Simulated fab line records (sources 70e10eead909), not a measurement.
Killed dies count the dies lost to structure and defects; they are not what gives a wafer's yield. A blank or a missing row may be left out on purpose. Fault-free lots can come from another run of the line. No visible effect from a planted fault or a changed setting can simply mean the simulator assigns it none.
Which tool did it? | flow nandHarc | 24 wafers from 8 lots sampled at 8 of the route's 1302 steps

## WHAT THE GAUGES READ, wafer by wafer
NHARC_A_ONON_D2_THK_MEAS_05: measures by ellipsometry.
lot  | measured     | on           | thkNm (nm)
L749 | day 12 12:44 | filmMetro-02 | 1016 1015 1015
L751 | day 13 14:52 | filmMetro-02 | 1007 1007 1006
L755 | day 15 05:35 | filmMetro-02 | 985 982 985
L754 | day 15 05:37 | filmMetro-01 | 1014 1013 1012
L761 | day 17 14:43 | filmMetro-01 | 982 981 982
L760 | day 17 14:43 | filmMetro-02 | 994 995 995
L770 | day 21 19:01 | filmMetro-01 | 997 997 1000
L771 | day 22 09:10 | filmMetro-01 | 991 993 992

NHARC_A_ONON_D2_THK_MEAS_27: measures by ellipsometry.
lot  | measured     | on           | thkNm (nm)
L749 | day 12 23:36 | filmMetro-02 | 1012 1013 1011
L751 | day 14 05:38 | filmMetro-02 | 982 982 982
L755 | day 15 16:21 | filmMetro-01 | 985 985 985
L754 | day 15 16:21 | filmMetro-02 | 986 986 985
L761 | day 18 01:51 | filmMetro-01 | 996 997 997
L760 | day 18 01:49 | filmMetro-02 | 987 987 987
L770 | day 22 05:49 | filmMetro-01 | 999 999 999
L771 | day 22 20:18 | filmMetro-02 | 999 999 1000

NHARC_A_CHANNEL_HOLE_D2_CD_MEAS_10: target cd 100 nm.
lot  | measured     | on       | cdNm (nm)
L749 | day 13 03:23 | cdSem-02 | 99.7 99.9 99.8
L751 | day 14 09:37 | cdSem-03 | 100.0 100.5 100.2
L755 | day 15 23:59 | cdSem-01 | 99.8 99.8 99.6
L754 | day 15 22:32 | cdSem-02 | 101.4 100.1 100.9
L761 | day 18 06:06 | cdSem-02 | 100.2 99.9 100.2
L760 | day 18 05:39 | cdSem-01 | 99.7 100.7 100.8
L770 | day 22 10:48 | cdSem-02 | 108.5 108.5 108.5
L771 | day 23 00:31 | cdSem-01 | 109.2 108.8 109.2

NHARC_A_CHANNEL_HOLE_D2_CD_MEAS_31.
lot  | measured     | on       | cdNm (nm)
L749 | day 13 11:26 | cdSem-02 | 88.6 89.0 87.9
L751 | day 14 16:30 | cdSem-02 | 89.8 88.9 88.9
L755 | day 16 09:16 | cdSem-01 | 89.7 89.9 90.3
L754 | day 16 05:38 | cdSem-01 | 90.6 89.6 91.9
L761 | day 18 16:40 | cdSem-01 | 90.8 90.5 90.8
L760 | day 18 12:31 | cdSem-02 | 90.0 90.3 89.7
L770 | day 22 17:43 | cdSem-01 | 99.0 99.5 99.5
L771 | day 23 10:11 | cdSem-01 | 98.4 99.0 99.2

NHARC_END_WLT_00.
lot  | measured     | on        | VT_DECK1_BOTTOM   | VT_DECK1_BOTTOM_INNER | VT_DECK1_MEDIAN_NEAR_BOTTOM | VT_DECK1_MEDIAN_NEAR_BOTTOM_INNER | VT_DECK1_MIDDLE   | VT_DECK1_MIDDLE_INNER | VT_DECK1_TOP      | VT_DECK1_TOP_INNER | VT_DECK2_BOTTOM   | VT_DECK2_BOTTOM_INNER | VT_DECK2_MEDIAN_NEAR_BOTTOM | VT_DECK2_MEDIAN_NEAR_BOTTOM_INNER | VT_DECK2_MIDDLE   | VT_DECK2_MIDDLE_INNER | VT_DECK2_TOP      | VT_DECK2_TOP_INNER
L749 | day 24 16:01 | prober-02 | 0.881 0.889 0.885 | 0.888 0.886 0.891     | 0.886 0.892 0.897           | 0.899 0.890 0.891                 | 0.896 0.906 0.898 | 0.902 0.899 0.893     | 0.907 0.916 0.916 | 0.907 0.905 0.917  | 0.869 0.873 0.867 | 0.870 0.860 0.868     | 0.870 0.872 0.867           | 0.873 0.872 0.865                 | 0.886 0.893 0.880 | 0.888 0.883 0.879     | 0.899 0.897 0.894 | 0.895 0.896 0.892
L751 | day 25 07:08 | prober-01 | 0.866 0.867 0.860 | 0.871 0.867 0.866     | 0.875 0.876 0.868           | 0.869 0.875 0.874                 | 0.882 0.889 0.878 | 0.880 0.883 0.878     | 0.894 0.897 0.894 | 0.897 0.892 0.896  | 0.871 0.871 0.871 | 0.865 0.874 0.871     | 0.873 0.869 0.869           | 0.874 0.869 0.868                 | 0.890 0.891 0.878 | 0.881 0.888 0.894     | 0.901 0.896 0.898 | 0.898 0.901 0.896
L755 | day 27 02:59 | prober-02 | 0.863 0.864 0.861 | 0.871 0.862 0.864     | 0.870 0.867 0.865           | 0.867 0.867 0.874                 | 0.876 0.878 0.874 | 0.877 0.884 0.879     | 0.887 0.889 0.884 | 0.893 0.889 0.887  | 0.883 0.871 0.879 | 0.881 0.878 0.884     | 0.888 0.891 0.878           | 0.882 0.888 0.879                 | 0.891 0.899 0.896 | 0.896 0.890 0.895     | 0.907 0.902 0.903 | 0.900 0.903 0.906
L754 | day 27 08:17 | prober-01 | 0.886 0.872 0.873 | 0.879 0.872 0.870     | 0.875 0.881 0.878           | 0.883 0.878 0.877                 | 0.891 0.888 0.897 | 0.895 0.884 0.888     | 0.899 0.894 0.908 | 0.892 0.893 0.899  | 0.897 0.886 0.885 | 0.889 0.887 0.888     | 0.895 0.894 0.886           | 0.882 0.886 0.889                 | 0.909 0.897 0.905 | 0.899 0.905 0.909     | 0.915 0.918 0.916 | 0.915 0.910 0.923
L761 | day 29 17:17 | prober-02 | 0.869 0.868 0.857 | 0.875 0.871 0.863     | 0.871 0.871 0.864           | 0.866 0.869 0.876                 | 0.882 0.889 0.881 | 0.890 0.882 0.887     | 0.891 0.898 0.895 | 0.890 0.887 0.894  | 0.878 0.872 0.876 | 0.875 0.870 0.875     | 0.878 0.873 0.880           | 0.880 0.878 0.872                 | 0.883 0.882 0.881 | 0.886 0.881 0.886     | 0.895 0.898 0.895 | 0.895 0.899 0.898
L760 | day 29 15:58 | prober-01 | 0.875 0.877 0.878 | 0.878 0.882 0.881     | 0.881 0.883 0.868           | 0.882 0.886 0.880                 | 0.888 0.896 0.885 | 0.892 0.900 0.892     | 0.900 0.896 0.906 | 0.902 0.906 0.900  | 0.874 0.871 0.878 | 0.863 0.869 0.869     | 0.873 0.876 0.866           | 0.873 0.864 0.868                 | 0.877 0.877 0.882 | 0.886 0.883 0.883     | 0.896 0.897 0.890 | 0.894 0.894 0.890
L770 | day 33 20:10 | prober-01 | 0.879 0.879 0.877 | 0.877 0.866 0.877     | 0.877 0.878 0.874           | 0.887 0.873 0.881                 | 0.894 0.889 0.890 | 0.895 0.891 0.885     | 0.899 0.903 0.899 | 0.897 0.889 0.892  | 0.893 0.891 0.896 | 0.897 0.897 0.893     | 0.903 0.896 0.896           | 0.894 0.895 0.894                 | 0.901 0.907 0.911 | 0.901 0.910 0.910     | 0.907 0.917 0.916 | 0.906 0.910 0.908
L771 | day 34 04:01 | prober-01 | 0.863 0.871 0.872 | 0.874 0.873 0.863     | 0.880 0.873 0.872           | 0.870 0.865 0.872                 | 0.883 0.883 0.879 | 0.885 0.887 0.889     | 0.899 0.894 0.889 | 0.892 0.896 0.906  | 0.905 0.905 0.896 | 0.897 0.909 0.900     | 0.899 0.912 0.898           | 0.898 0.910 0.906                 | 0.917 0.916 0.910 | 0.922 0.913 0.922     | 0.916 0.927 0.926 | 0.925 0.928 0.919

## WHAT TOOL EACH LOT RAN ON (gives the tool, then ch and the chambers of the sampled wafers, and finally the start)
lot  | NHARC_A_CHANNEL_HOLE_D2_PEB_08   | NHARC_A_CHANNEL_HOLE_D2_ETCH_34              | NHARC_A_CHANNEL_HOLE_D2_XSEM_32
L749 | lithoTrack-06 ch 0, day 13 03:19 | rieDiel-04 ch 0,2,3, day 13 11:26 or earlier | xsem-01 ch 0, day 13 11:31
L751 | lithoTrack-06 ch 0, day 14 09:32 | rieDiel-13 ch 0,1, day 14 16:30 or earlier   | xsem-02 ch 0, day 14 16:35
L755 | lithoTrack-01 ch 0, day 15 23:55 | rieDiel-13 ch 0,3, day 16 09:16 or earlier   | xsem-02 ch 0, day 16 09:21
L754 | lithoTrack-04 ch 0, day 15 22:27 | rieDiel-08 ch 1,3, day 16 05:38 or earlier   | xsem-01 ch 0, day 16 05:44
L761 | lithoTrack-04 ch 0, day 18 06:01 | rieDiel-13 ch 0,1,2, day 18 16:40 or earlier | xsem-01 ch 0, day 18 16:46
L760 | lithoTrack-01 ch 0, day 18 05:34 | rieDiel-08 ch 1,2,3, day 18 12:31 or earlier | xsem-02 ch 0, day 18 12:36
L770 | lithoTrack-01 ch 0, day 22 10:43 | rieDiel-13 ch 0,1,3, day 22 17:43 or earlier | xsem-02 ch 0, day 22 17:49
L771 | lithoTrack-01 ch 0, day 23 00:26 | rieDiel-13 ch 1,3, day 23 10:11 or earlier   | xsem-01 ch 0, day 23 10:16
- NHARC_A_CHANNEL_HOLE_D2_PEB_08: peb time 65 s.
- NHARC_A_CHANNEL_HOLE_D2_ETCH_34: etches the open film in CF4/CHF3, target depth 154 nm, time 77 s.
- NHARC_A_CHANNEL_HOLE_D2_XSEM_32

## AS READ BY THE TOOLS THEMSELVES (means over the sampled wafers that have a number; for cases with no such wafer, the mark the record gives instead)
NHARC_A_CHANNEL_HOLE_D2_PEB_08.
lot  | tool          | heaterPowerTotalW (W) | plateTempC (C)
L749 | lithoTrack-06 | 156.6                 | 100.12
L751 | lithoTrack-06 | 156.9                 | 100.05
L755 | lithoTrack-01 | 157.1                 | 99.88
L754 | lithoTrack-04 | 156.7                 | 100.06
L761 | lithoTrack-04 | 156.5                 | 100.08
L760 | lithoTrack-01 | 156.4                 | 99.97
L770 | lithoTrack-01 | 163.7                 | 103.43
L771 | lithoTrack-01 | 163.6                 | 103.35

NHARC_A_CHANNEL_HOLE_D2_ETCH_34.
lot  | tool       | biasW (W) | cf4FlowSccm (sccm) | drypumpMotorCurrentA (A) | oesProductAu (a.u.) | rfVppV (V) | showerheadPlenumPTorr (Torr) | throttleValvePct (%)
L749 | rieDiel-04 | 199.6     | 99.98              | 5.3                      | 0.965               | 372.0      | 1.61                         | 16.801
L751 | rieDiel-13 | 200.0     | 99.80              | 6.3                      | 0.919               | 371.4      | 1.60                         | 16.804
L755 | rieDiel-13 | 199.6     | 100.28             | 5.7                      | 0.965               | 369.9      | 1.54                         | 16.804
L754 | rieDiel-08 | 200.7     | 100.22             | 5.3                      | 0.920               | 370.8      | 1.57                         | 16.812
L761 | rieDiel-13 | 200.1     | 99.72              | 5.9                      | 0.967               | 370.8      | 1.56                         | 16.805
L760 | rieDiel-08 | 199.8     | 100.41             | 5.4                      | 0.964               | 370.5      | 1.58                         | 16.806
L770 | rieDiel-13 | 199.8     | 99.73              | 6.1                      | 0.923               | 370.7      | 1.57                         | 16.804
L771 | rieDiel-13 | 200.4     | 100.19             | 6.1                      | 0.977               | 371.0      | 1.58                         | 16.798

NHARC_A_CHANNEL_HOLE_D2_XSEM_32.
lot  | tool    | botCdNm (nm) | bowNm (nm) | tiltDeg (degrees)
L749 | xsem-01 | 72.9         | 8.32       | 0.04
L751 | xsem-02 | 72.9         | 8.02       | 0.00
L755 | xsem-02 | 75.2         | 8.85       | -0.01
L754 | xsem-01 | 76.1         | 8.85       | 0.09
L761 | xsem-01 | 75.1         | 9.15       | 0.10
L760 | xsem-02 | 74.7         | 8.64       | 0.11
L770 | xsem-02 | 83.5         | 8.36       | 0.03
L771 | xsem-01 | 83.2         | 8.47       | 0.10

## THE ANSWER, worked out from the rows above alone
Rule: the usual values come from the lots themselves. Put in order of their means at a reading, lots are off if they are a third of the lots or fewer, leave a main group of 4 or more, and stand apart from it by a gap of 3 or more times the standard deviation of the main group's means; of several such gaps the widest counts. A main group is skipped when, at the precision printed for the reading in the tables above, its means are all equal. A lot without any number at a reading at which 4 lots or more have one is off too. The other lots that the step has rows for count as sound. Order of review: gauges by route order, followed by the tools' own readings, for which a lot's mean as printed above is used. At the first step where some lot is off, the reading lying furthest off is the one used; lots without a number count as furthest.
Off, at NHARC_A_CHANNEL_HOLE_D2_CD_MEAS_10 on cdNm: L770, L771. Mean 100.2 nm and standard deviation 0.36 in the main group.
If a tool, at a process step before that reading, ran all the lots that are off and no sound lot after the first of them, it fits. The gauges at NHARC_A_CHANNEL_HOLE_D2_CD_MEAS_10 aren't tried: what is off there is off at NHARC_A_CHANNEL_HOLE_D2_PEB_08 too, on other tools, and a gauge's error can't cause that. One fits: NHARC_A_CHANNEL_HOLE_D2_PEB_08 on lithoTrack-01. Its last sound lot is L760 (day 18 05:34), its first lot that is off L770 (day 22 10:43): a fault that began between those two fits.
The tool's own readings at NHARC_A_CHANNEL_HOLE_D2_PEB_08 bear it out: on the lots that are off they differ by more than 5 times the standard deviation of the sound lots' means. heaterPowerTotalW reads 163.6 W there against 156.7 W on the sound lots; plateTempC reads 103.39 C there against 100.03 C on the sound lots.

## WHAT WAS PUT IN BY THE SIMULATOR
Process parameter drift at NHARC_A_CHANNEL_HOLE_D2_PEB_08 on lithoTrack-01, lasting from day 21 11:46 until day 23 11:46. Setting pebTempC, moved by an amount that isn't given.
Shown lots that were struck: L770, L771. The same result came from the rule above.
